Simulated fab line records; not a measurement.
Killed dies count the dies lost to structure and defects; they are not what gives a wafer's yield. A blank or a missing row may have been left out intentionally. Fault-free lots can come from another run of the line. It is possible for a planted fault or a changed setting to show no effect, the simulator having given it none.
Chamber matching ; flow nandHarc ; rieDiel-05 running NHARC_P_CONTACT_DESCUM_17: 4 sister chambers
The step chemistry O2, time 3 s. 4 wafers are shown with their chamber, then 8 later ones without.

EACH WAFER AND ITS CHAMBER
wafer;chamber;drypumpMotorCurrentA (A)
L088.5;3;5.1
L088.3;1;6.0
L088.6;2;5.8
L092.3;0;5.0

WAFERS WITH NO CHAMBER GIVEN
wafer;drypumpMotorCurrentA (A)
L092.4;5.7
L092.5;5.0
L093.2;6.0
L093.3;5.1
L093.4;5.8
L096.1;6.0
L096.4;5.8
L096.5;5.8

CHAMBER TAKEN BY EACH
wafer;from the rows above;in truth
L092.4;2;2
L092.5;0;0
L093.2;1;1
L093.3;3;3
L093.4;2;2
L096.1;1;1
L096.4;2;2
L096.5;2;2
Correctly placed: 8 of 8. Left unplaced by these rows: 0. Number placed wrongly: 0.
How it was worked out, from the rows above alone: a wafer's distance from a chamber is the root of the sum, over the readings, of the square of ((its reading less the chamber's mean) divided by the reading's scatter). If the next closest chamber is less than 2 further off than the closest, the wafer can't be placed; otherwise it belongs to the closest. The mean given for a chamber averages the wafers shown for that chamber. The scatter: with one shown wafer a chamber, the root of the mean of the squares of how far each hidden wafer lies from its nearest shown one.
